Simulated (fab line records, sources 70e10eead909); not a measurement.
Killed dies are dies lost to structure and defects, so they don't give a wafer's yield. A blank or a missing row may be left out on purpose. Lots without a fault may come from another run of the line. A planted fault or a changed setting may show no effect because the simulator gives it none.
Chamber matching | flow nand_harc | NHARC_P_M0_ETCH_34 on rie_diel-03: 4 sister chambers
The step etches the open film in N2/H2, target depth 40 nm, overetch 12 nm, time 43.94 s. 14 wafers are shown with their chamber, then 7 later ones without.

WAFERS WITH THEIR CHAMBER
wafer  | chamber | showerhead_plenum_p_Torr (Torr) | rf_vpp_V (V) | oes_product_au (a.u.)
L076.1 | 1       | 2.09                            | 431          | 0.983
L076.2 | 3       | 1.90                            | 427          | 1.007
L076.5 | 2       | 2.08                            | 433          | 0.995
L079.1 | 0       | 1.90                            | 425          | 1.001
L079.3 | 3       | 1.90                            | 427          | 0.999
L079.4 | 1       | 2.09                            | 430          | 0.984
L081.1 | 0       | 1.90                            | 425          | 0.990
L081.4 | 2       | 2.08                            | 432          | 0.984
L081.6 | 0       | 1.90                            | 426          | 0.996
L082.2 | 0       | 1.90                            | 427          | 0.995
L082.3 | 1       | 2.09                            | 433          | 0.983
L082.5 | 1       | 2.09                            | 431          | 0.980
L085.1 | 1       | 2.08                            | 432          | 0.978
L085.3 | 3       | 1.90                            | 427          | 1.007

SIGNATURES (means of the wafers above)
reading                  | chamber 0 | chamber 1 | chamber 2 | chamber 3 | scatter within a chamber
showerhead_plenum_p_Torr | 1.9000    | 2.0880    | 2.0800    | 1.9000    | 0.00283
rf_vpp_V                 | 425.75    | 431.40    | 432.50    | 427.00    | 0.919
oes_product_au           | 0.99550   | 0.98160   | 0.98950   | 1.00433   | 0.00435
Rule: a wafer's distance from a chamber is the root of the sum, over the readings, of the square of ((its reading less the chamber's mean) divided by the reading's scatter). The wafer belongs to the nearest chamber; if the next one is less than 2 further off, it can't be placed. The scatter: the root of (the sum of the squares of (reading less its chamber's mean) over the shown wafers, divided by (wafers less chambers)).

WAFERS WITHOUT THEIR CHAMBER
wafer  | showerhead_plenum_p_Torr (Torr) | rf_vpp_V (V) | oes_product_au (a.u.)
L085.5 | 1.89                            | 425          | 0.985
L095.1 | 2.07                            | 432          | 1.008
L095.4 | 1.89                            | 426          | 1.001
L095.5 | 1.89                            | 427          | 0.983
L096.1 | 2.08                            | 432          | 0.988
L096.2 | 1.89                            | 426          | 0.997
L096.6 | 1.89                            | 426          | 0.994

WHICH CHAMBER EACH WENT THROUGH
wafer  | from the rows above     | in truth
L085.5 | can't be placed: 0 or 3 | 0
L095.1 | 2                       | 2
L095.4 | can't be placed: 0 or 3 | 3
L095.5 | can't be placed: 0 or 3 | 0
L096.1 | 2                       | 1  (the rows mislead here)
L096.2 | can't be placed: 0 or 3 | 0
L096.6 | can't be placed: 0 or 3 | 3
Placed correctly: 1 of 7. Can't be placed from these rows: 5 (the true chamber is among the candidates in 5). Placed wrongly: 1.
